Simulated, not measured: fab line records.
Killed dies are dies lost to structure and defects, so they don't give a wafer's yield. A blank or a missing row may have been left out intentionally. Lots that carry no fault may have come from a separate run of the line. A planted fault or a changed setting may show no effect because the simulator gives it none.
Matching of chambers || flow n5 finfet || N5_BEOL_M0_CUTY_DESCUM_61 on rie diel-05: 4 sister chambers
The step chemistry O2, time 7.9 s. 8 wafers are shown with their chamber, then 9 later ones without.

## WAFERS WITH THEIR CHAMBER
{"wafer": "L081.4", "chamber": 2, "throttle valve pct (%)": 20.95, "showerhead plenum p Torr (Torr)": 1.94}
{"wafer": "L081.6", "chamber": 3, "throttle valve pct (%)": 20.44, "showerhead plenum p Torr (Torr)": 2.16}
{"wafer": "L082.3", "chamber": 3, "throttle valve pct (%)": 20.43, "showerhead plenum p Torr (Torr)": 2.15}
{"wafer": "L085.1", "chamber": 1, "throttle valve pct (%)": 20.18, "showerhead plenum p Torr (Torr)": 2.03}
{"wafer": "L085.5", "chamber": 2, "throttle valve pct (%)": 20.95, "showerhead plenum p Torr (Torr)": 1.93}
{"wafer": "L086.1", "chamber": 1, "throttle valve pct (%)": 20.19, "showerhead plenum p Torr (Torr)": 2.03}
{"wafer": "L086.2", "chamber": 0, "throttle valve pct (%)": 20.38, "showerhead plenum p Torr (Torr)": 1.96}
{"wafer": "L086.6", "chamber": 0, "throttle valve pct (%)": 20.40, "showerhead plenum p Torr (Torr)": 1.96}

## WAFERS WITH NO CHAMBER GIVEN
{"wafer": "L087.1", "throttle valve pct (%)": 20.37, "showerhead plenum p Torr (Torr)": 1.96}
{"wafer": "L087.2", "throttle valve pct (%)": 20.96, "showerhead plenum p Torr (Torr)": 1.93}
{"wafer": "L087.4", "throttle valve pct (%)": 20.46, "showerhead plenum p Torr (Torr)": 2.15}
{"wafer": "L093.2", "throttle valve pct (%)": 20.97, "showerhead plenum p Torr (Torr)": 1.93}
{"wafer": "L093.3", "throttle valve pct (%)": 20.21, "showerhead plenum p Torr (Torr)": 2.03}
{"wafer": "L093.5", "throttle valve pct (%)": 20.23, "showerhead plenum p Torr (Torr)": 2.03}
{"wafer": "L096.2", "throttle valve pct (%)": 20.98, "showerhead plenum p Torr (Torr)": 1.93}
{"wafer": "L096.4", "throttle valve pct (%)": 20.98, "showerhead plenum p Torr (Torr)": 1.93}
{"wafer": "L096.6", "throttle valve pct (%)": 20.22, "showerhead plenum p Torr (Torr)": 2.03}

## WHICH CHAMBER EACH ONE RAN IN
{"wafer": "L087.1", "from the rows above": 0, "in truth": 0}
{"wafer": "L087.2", "from the rows above": 2, "in truth": 2}
{"wafer": "L087.4", "from the rows above": 3, "in truth": 3}
{"wafer": "L093.2", "from the rows above": 2, "in truth": 2}
{"wafer": "L093.3", "from the rows above": 1, "in truth": 1}
{"wafer": "L093.5", "from the rows above": 1, "in truth": 1}
{"wafer": "L096.2", "from the rows above": 2, "in truth": 2}
{"wafer": "L096.4", "from the rows above": 2, "in truth": 2}
{"wafer": "L096.6", "from the rows above": 1, "in truth": 1}
Correctly placed: 9 of 9. Number that these rows cannot place: 0. 0 placed wrongly.
How it was worked out, from the rows above alone: a wafer's distance from a chamber is the root of the sum, over the readings, of the square of ((its reading less the chamber's mean) divided by the reading's scatter). The wafer belongs to the nearest chamber; if the next one is less than 2 further off, it can't be placed. A chamber's mean is the mean of its shown wafers. How the scatter is found: for the shown wafers, subtract from each reading the mean of its chamber, square and add these, divide the total by (wafers less chambers), then take the root.
